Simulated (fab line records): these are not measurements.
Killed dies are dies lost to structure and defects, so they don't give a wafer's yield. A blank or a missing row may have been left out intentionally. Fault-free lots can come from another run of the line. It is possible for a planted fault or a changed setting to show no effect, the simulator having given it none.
Which tool was responsible? -- flow nand_harc -- Sampling: 24 lots, 72 wafers, 6 of 1302 route steps

## WHAT THE GAUGES READ, wafer by wafer
NHARC_P_M1_OVL_MEAS_10: pitch 260 nm. Usual: overlay_x_nm -0.2 nm, standard deviation 0.89; overlay_y_nm 0.2 nm, standard deviation 0.73.
lot,measured,on,overlay_x_nm (nm),overlay_y_nm (nm),flag
L074,day 6 08:37,overlay-02,-1.1 -0.3 -1.0,0.0 0.2 0.3,
L075,day 6 14:25,overlay-01,2.0 1.8 1.2,0.9 0.6 0.5,
L076,day 6 23:05,overlay-01,-1.6 -1.3 -1.4,-0.2 0.6 0.5,
L078,day 7 23:10,overlay-02,0.1 0.3 -0.5,0.4 0.4 -0.1,
L077,day 7 23:55,overlay-01,-0.6 -0.1 -0.3,1.2 1.8 1.2,
L079,day 8 14:31,overlay-02,0.1 -0.4 0.2,-1.2 -1.1 -1.5,
L080,day 8 15:15,overlay-01,0.6 0.5 0.6,-0.7 -0.9 -0.7,
L081,day 9 12:49,overlay-02,-1.6 -1.4 -1.1,0.6 0.3 0.2,
L082,day 9 18:02,overlay-01,0.4 0.9 0.5,-0.4 0.0 -0.5,
L083,day 10 08:28,overlay-01,0.2 0.0 0.3,0.7 1.1 0.5,
L084,day 10 09:35,overlay-02,-1.5 -1.6 -1.2,0.8 0.6 0.8,
L086,day 11 00:24,overlay-01,1.0 1.1 0.7,0.6 0.5 0.6,
L085,day 11 01:19,overlay-01,0.2 -0.6 -0.2,0.6 0.3 0.2,
L087,day 11 10:22,overlay-02,1.1 1.3 0.9,0.0 -0.5 -0.1,
L088,day 12 11:17,overlay-02,0.4 0.6 0.3,-0.4 -0.2 -0.2,
L089,day 12 16:11,overlay-01,-1.1 -1.4 -1.0,0.9 1.1 0.8,
L090,day 12 18:49,overlay-02,0.2 0.3 0.6,0.1 -0.2 0.0,
L091,day 13 14:21,overlay-02,-0.4 -0.5 -1.0,-0.7 -0.7 -0.8,
L092,day 13 18:22,overlay-01,-0.6 -0.3 -0.3,0.3 0.1 -0.3,
L093,day 14 00:57,overlay-02,-1.0 -1.3 -1.1,1.2 0.5 0.9,
L094,day 14 21:46,overlay-02,-1.5 -1.4 -1.6,-0.5 -0.7 -0.4,
L095,day 14 22:08,overlay-02,-0.3 0.0 0.0,0.6 0.8 0.9,
L096,day 15 10:43,overlay-02,-0.3 -0.1 -0.4,-0.1 -0.7 -0.2,
L097,day 15 16:13,overlay-02,-0.4 -0.3 -0.2,0.2 0.6 0.1,

NHARC_P_BONDPAD_CD_MEAS_09 targets a cd of 500 nm. Usual: cd_nm at 501.1 nm, with a standard deviation of 2.3.
lot,measured,on,cd_nm (nm),flag
L074,day 6 17:05,cd_sem-03,501.8 502.6 499.3,
L075,day 6 23:47,cd_sem-03,497.6 498.2 503.5,
L076,day 7 07:39,cd_sem-02,500.6 500.9 499.4,
L078,day 8 08:17,cd_sem-03,495.7 502.4 500.4,
L077,day 8 08:37,cd_sem-03,502.2 497.8 497.0,
L079,day 8 23:48,cd_sem-03,502.0 499.5 495.1,
L080,day 8 23:58,cd_sem-01,500.0 502.3 498.6,
L081,day 9 21:44,cd_sem-02,502.7 499.0 503.8,
L082,day 10 02:34,cd_sem-02,504.5 501.0 500.4,
L083,day 10 17:08,cd_sem-02,497.8 496.0 500.7,
L084,day 10 18:24,cd_sem-03,501.6 502.8 505.2,
L086,day 11 09:16,cd_sem-03,503.5 503.9 503.2,
L085,day 11 09:56,cd_sem-02,502.0 503.1 498.3,
L087,day 11 19:07,cd_sem-02,498.3 501.9 503.3,
L088,day 12 19:52,cd_sem-03,501.5 498.8 501.9,
L089,day 13 00:43,cd_sem-03,497.3 500.2 498.4,
L090,day 13 03:28,cd_sem-01,499.3 504.1 502.4,
L091,day 13 23:12,cd_sem-02,501.4 499.9 504.4,
L092,day 14 02:59,cd_sem-03,499.1 497.4 504.7,
L093,day 14 09:38,cd_sem-02,504.3 504.2 500.2,
L094,day 15 06:33,cd_sem-02,501.4 502.8 498.6,
L095,day 15 07:04,cd_sem-02,502.3 502.6 499.1,
L096,day 15 19:07,cd_sem-01,502.1 504.5 498.7,
L097,day 16 00:46,cd_sem-02,498.8 503.7 500.2,

NHARC_A_ONON_D2_THK_MEAS_02: measures by ellipsometry. Usual: thk_nm at 1001 nm, with a standard deviation of 9.4.
lot,measured,on,thk_nm (nm),flag
L074,day 12 17:59,film_metro-02,1000 1001 1001,
L075,day 12 13:10,film_metro-01,1006 1007 1005,
L076,day 13 03:53,film_metro-02,1011 1011 1011,
L078,day 14 02:47,film_metro-01,1015 1015 1014,
L077,day 14 02:55,film_metro-02,995 995 996,
L079,day 14 08:40,film_metro-02,998 1000 999,
L080,day 14 08:38,film_metro-01,1007 1007 1008,
L081,day 15 10:25,film_metro-02,984 985 984,
L082,day 15 23:07,film_metro-02,999 998 997,
L083,day 16 11:55,film_metro-02,988 988 987,
L084,day 16 19:29,film_metro-01,982 981 980,
L086,day 17 00:38,film_metro-01,1015 1015 1020,
L085,day 17 10:39,film_metro-02,1010 1012 1010,
L087,day 17 18:41,film_metro-01,1006 1005 1005,
L088,day 18 16:53,film_metro-01,997 995 993,
L089,day 19 00:50,film_metro-02,1005 1005 1004,
L090,day 19 00:49,film_metro-01,992 990 990,
L091,day 19 17:10,film_metro-01,992 991 992,
L092,day 19 14:36,film_metro-01,1000 1001 1001,
L093,day 19 22:23,film_metro-01,1011 1010 1011,
L094,day 21 03:55,film_metro-02,1009 1008 1012,
L095,day 21 03:55,film_metro-01,1002 1001 1001,
L096,day 21 16:54,film_metro-01,998 997 997,
L097,day 21 16:53,film_metro-02,1004 1007 1005,

## WHAT TOOL EACH LOT RAN ON (gives the tool, then ch and the chambers of the sampled wafers, and finally the start)
lot,NHARC_P_CONTACT_DESCUM_17,NHARC_P_M0_DEP_32,NHARC_P_M2_PRE_CLEAN_30
L074,"rie_diel-13 ch 0,2,3, day 6 00:08","pecvd-03 ch 0,1, day 6 07:19","pvd_sputter-03, day 6 17:05 or earlier"
L075,"rie_diel-04 ch 0,1, day 6 06:04","pecvd-03 ch 0,1, day 6 13:07","pvd_sputter-01, day 6 23:47 or earlier"
L076,"rie_diel-04 ch 1,2,3, day 6 14:34","pecvd-04 ch 0,1, day 6 21:50","pvd_sputter-03, day 7 07:39 or earlier"
L078,"rie_diel-04 ch 1,2,3, day 7 14:58","pecvd-03 ch 1,2, day 7 21:55","pvd_sputter-02, day 8 08:17 or earlier"
L077,"rie_diel-13 ch 1,2, day 7 15:38","pecvd-01 ch 0,2, day 7 22:41","pvd_sputter-01, day 8 08:37 or earlier"
L079,"rie_diel-04 ch 0,3, day 8 06:05","pecvd-01 ch 0,1,2, day 8 13:23","pvd_sputter-02, day 8 23:48 or earlier"
L080,"rie_diel-13 ch 2,3, day 8 07:01","pecvd-04 ch 1,2, day 8 13:55","pvd_sputter-03, day 8 23:58 or earlier"
L081,"rie_diel-05 ch 1,2,3, day 9 04:58","pecvd-04 ch 0,1,2, day 9 11:46","pvd_sputter-01, day 9 21:44 or earlier"
L082,"rie_diel-13 ch 2,3, day 9 10:00","pecvd-01 ch 2, day 9 16:46","pvd_sputter-03, day 10 02:34 or earlier"
L083,"rie_diel-04 ch 0,2,3, day 10 00:21","pecvd-01 ch 0,1, day 10 07:08","pvd_sputter-02, day 10 17:08 or earlier"
L084,"rie_diel-05 ch 0,1, day 10 01:24","pecvd-01 ch 0,1,2, day 10 08:15","pvd_sputter-03, day 10 18:24 or earlier"
L086,"rie_diel-13 ch 2,3, day 10 15:48","pecvd-01 ch 1,2, day 10 23:07","pvd_sputter-03, day 11 09:16 or earlier"
L085,"rie_diel-04 ch 0,1,3, day 10 16:33","pecvd-01 ch 0,1, day 11 00:02","pvd_sputter-03, day 11 09:56 or earlier"
L087,"rie_diel-04 ch 0,1,3, day 11 02:22","pecvd-04 ch 0,1,2, day 11 09:02","pvd_sputter-03, day 11 19:07 or earlier"
L088,"rie_diel-05 ch 0,1,3, day 12 02:33","pecvd-01 ch 0,1, day 12 10:01","pvd_sputter-02, day 12 19:52 or earlier"
L089,"rie_diel-04 ch 0,1,2, day 12 06:58","pecvd-01 ch 0,1,2, day 12 14:49","pvd_sputter-01, day 13 00:43 or earlier"
L090,"rie_diel-05 ch 0,1,2, day 12 10:02","pecvd-03 ch 1,2, day 12 17:29","pvd_sputter-01, day 13 03:28 or earlier"
L091,"rie_diel-04 ch 1,2,3, day 13 06:05","pecvd-03 ch 0,2, day 13 13:01","pvd_sputter-03, day 13 23:12 or earlier"
L092,"rie_diel-13 ch 1,2,3, day 13 10:18","pecvd-04 ch 1,2, day 13 17:10","pvd_sputter-03, day 14 02:59 or earlier"
L093,"rie_diel-13 ch 0,1,3, day 13 16:54","pecvd-04 ch 0,1,2, day 13 23:40","pvd_sputter-02, day 14 09:38 or earlier"
L094,"rie_diel-13 ch 0,1, day 14 10:10","pecvd-01 ch 0,1,2, day 14 20:36","pvd_sputter-02, day 15 06:33 or earlier"
L095,"rie_diel-13 ch 0,1, day 14 12:44","pecvd-01 ch 0,1,2, day 14 20:56","pvd_sputter-03, day 15 07:04 or earlier"
L096,"rie_diel-05 ch 0,1,2, day 15 01:14","pecvd-04 ch 0,1,2, day 15 09:23","pvd_sputter-01, day 15 19:07 or earlier"
L097,"rie_diel-05 ch 0,1, day 15 08:11","pecvd-03 ch 0,1,2, day 15 15:05","pvd_sputter-02, day 16 00:46 or earlier"
- NHARC_P_CONTACT_DESCUM_17: chemistry O2, time 3 s.
- NHARC_P_M0_DEP_32: deposits SiCN, target thk 30 nm.
- NHARC_P_M2_PRE_CLEAN_30: time 30 s.

## AS READ BY THE TOOLS THEMSELVES (means over the sampled wafers that have a number; for cases with no such wafer, the mark the record gives instead)
NHARC_P_CONTACT_DESCUM_17. Usual: drypump_motor_current_A 5.6 A, standard deviation 0.41; oes_product_au 1.008 a.u., standard deviation 0.013; rf_vpp_V 57.6 V, standard deviation 0.82; showerhead_plenum_p_Torr 1.90 Torr, standard deviation 0.071; throttle_valve_pct 11.311 %, standard deviation 0.009.
lot,tool,drypump_motor_current_A (A),oes_product_au (a.u.),rf_vpp_V (V),showerhead_plenum_p_Torr (Torr),throttle_valve_pct (%),flag
L074,rie_diel-13,6.0,1.003,57.7,1.89,11.309,
L075,rie_diel-04,5.8,1.013,58.4,1.88,11.313,
L076,rie_diel-04,5.2,1.019,57.8,1.92,11.303,
L078,rie_diel-04,5.2,1.010,57.3,1.92,11.303,
L077,rie_diel-13,5.5,0.993,57.7,2.02,11.310,
L079,rie_diel-04,5.3,1.016,58.0,1.89,11.312,
L080,rie_diel-13,6.1,0.995,58.0,1.89,11.312,
L081,rie_diel-05,5.6,1.012,57.7,1.88,11.314,
L082,rie_diel-13,6.2,0.993,57.4,1.89,11.319,
L083,rie_diel-04,5.3,1.010,58.3,1.91,11.316,
L084,rie_diel-05,5.5,1.009,57.4,1.85,11.309,
L086,rie_diel-13,6.1,1.006,57.8,1.89,11.311,
L085,rie_diel-04,5.6,1.011,57.2,1.88,11.316,
L087,rie_diel-04,5.6,1.015,57.1,1.88,11.310,
L088,rie_diel-05,5.5,1.022,57.5,1.89,11.310,
L089,rie_diel-04,5.6,1.003,57.1,1.91,11.320,
L090,rie_diel-05,5.6,1.007,57.7,1.84,11.309,
L091,rie_diel-04,5.2,1.007,57.5,1.92,11.318,
L092,rie_diel-13,5.8,1.002,57.9,1.95,11.304,
L093,rie_diel-13,5.7,1.014,57.6,1.90,11.310,
L094,rie_diel-13,5.6,1.022,57.6,1.90,11.313,
L095,rie_diel-13,5.4,1.008,57.2,1.96,11.308,
L096,rie_diel-05,5.6,1.005,57.3,1.84,11.313,
L097,rie_diel-05,5.5,1.004,56.7,1.85,11.307,

NHARC_P_M0_DEP_32. Usual: heater_power_w at 564 W, with a standard deviation of 77.
lot,tool,heater_power_w (W),flag
L074,pecvd-03,568,
L075,pecvd-03,566,
L076,pecvd-04,585,
L078,pecvd-03,605,
L077,pecvd-01,618,
L079,pecvd-01,601,
L080,pecvd-04,498,
L081,pecvd-04,491,
L082,pecvd-01,580,
L083,pecvd-01,632,
L084,pecvd-01,580,
L086,pecvd-01,553,
L085,pecvd-01,562,
L087,pecvd-04,511,
L088,pecvd-01,649,
L089,pecvd-01,614,
L090,pecvd-03,565,
L091,pecvd-03,562,
L092,pecvd-04,400,
L093,pecvd-04,514,
L094,pecvd-01,576,
L095,pecvd-01,579,
L096,pecvd-04,513,
L097,pecvd-03,564,

NHARC_P_M2_PRE_CLEAN_30. Usual: heater_power_w at 397 W, with a standard deviation of 25.
lot,tool,heater_power_w (W),flag
L074,pvd_sputter-03,407,
L075,pvd_sputter-01,418,
L076,pvd_sputter-03,398,
L078,pvd_sputter-02,381,
L077,pvd_sputter-01,412,
L079,pvd_sputter-02,369,
L080,pvd_sputter-03,396,
L081,pvd_sputter-01,405,
L082,pvd_sputter-03,398,
L083,pvd_sputter-02,383,
L084,pvd_sputter-03,404,
L086,pvd_sputter-03,394,
L085,pvd_sputter-03,406,
L087,pvd_sputter-03,404,
L088,pvd_sputter-02,374,
L089,pvd_sputter-01,398,
L090,pvd_sputter-01,412,
L091,pvd_sputter-03,420,
L092,pvd_sputter-03,392,
L093,pvd_sputter-02,374,
L094,pvd_sputter-02,377,
L095,pvd_sputter-03,398,
L096,pvd_sputter-01,415,
L097,pvd_sputter-02,396,

## THE ANSWER, worked out from the rows above alone
Rule: a lot is off if the mean of its wafers that have a number lies more than 3 standard deviations from the usual mean. Also off: a lot with no number at a reading for which 4 or more lots have one. Where the step has rows for the other lots, those lots are counted as sound. First the gauges in route order, then the tools' own readings, where a lot's mean is used as printed above. The first step at which some lot is off is used, and at that step the reading that is off furthest; a lot without a number counts as furthest.
None of the lots is off at any reading shown; this tells nothing.

## WHAT THE SIMULATOR HAD INSERTED
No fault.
